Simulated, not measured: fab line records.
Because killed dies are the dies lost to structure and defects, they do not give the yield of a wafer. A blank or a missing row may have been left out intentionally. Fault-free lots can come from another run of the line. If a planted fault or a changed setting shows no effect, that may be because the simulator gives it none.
8D (eight disciplines) problem report, filled in by code | flow nandHarc | the parts of the form that need people (team, actions taken, sign-off) are left out

1. WHAT IS WRONG
Mean of heaterPowerTotalW at NHARC_P_M0_SOFTBAKE_04: 186.80 W across 6 wafers in 2 lots; on wafers with no fault it is 188.45 W (standard deviation 0.13). That puts it -13 standard deviations away from the usual mean.
The step: time 55 s.
First seen on wafer L990.2, day 8 21:00, on lithoTrack-04. The record holds 36 wafers of 12 lots with a number at this step. The rule behind "out" and "out of limits": a value lying over 4 standard deviations away from the usual mean. Any other wafer with a number is counted as sound.

2. WHAT THIS IS AND IS NOT
question                    | is                     | is not
which readings at this step | heaterPowerTotalW      | -
which lots                  | L990, L992             | L976, L977, L979, L980, L981, L982, L993, L996, L997, L998
which wafers of those lots  | all that have a number | -
read on which tools         | lithoTrack-04          | lithoTrack-01, lithoTrack-06
when                        | from day 8 21:00       | up to then (18 sound wafers); but 12 sound wafers of L993, L996, L997, L998 came after

3. WHAT RULES OUT EACH SUSPECT
Counting: a tool stays on the suspect list if, at a process step up to the reading, it processed all lots that are out and no sound lot following the first of them.
- lithoTrack-04 at NHARC_P_M0_SOFTBAKE_04 (time 55 s): kept. It ran every lot that is out, first L990 (day 8 21:00), and no sound lot after that; its last sound lot up to then is L977 (day 6 03:00). On those wafers its own readings are out: heaterPowerTotalW.
Left after counting: lithoTrack-04 at NHARC_P_M0_SOFTBAKE_04.

4. THE CAUSE (what the simulator had put in)
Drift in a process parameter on lithoTrack-04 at NHARC_P_M0_SOFTBAKE_04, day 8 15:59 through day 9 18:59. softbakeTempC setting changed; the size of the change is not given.
This tool alone remained once counting was done.

5. SEQUENCE OF EFFECTS, ordered by route
One row per reading whose mean, taken over the struck wafers that have a number, lies over 3 standard deviations from the usual. Only readings for which the record gives a usual standard deviation are gone through. hours: the time from each lot's start at the first step in this table that gives one to its start at this step, as a median over the lots. sigmas: the change in usual standard deviations.
hours | step                   | reading           | usual    | on struck wafers | change | sigmas
0     | NHARC_P_M0_SOFTBAKE_04 | heaterPowerTotalW | 188.45 W | 186.80           | -1.65  | -13
Process steps it contains:
- NHARC_P_M0_SOFTBAKE_04: time 55 s.
At these later measuring or inspecting steps, every struck wafer for which the step has a row has a number for every such reading, and none has moved that far: NHARC_END_SORT_01.

6. HOW IT WOULD HAVE BEEN CAUGHT EARLIER
In this record the first reading out of limits was taken at day 8 21:00, 5 hours after the fault began at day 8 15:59.
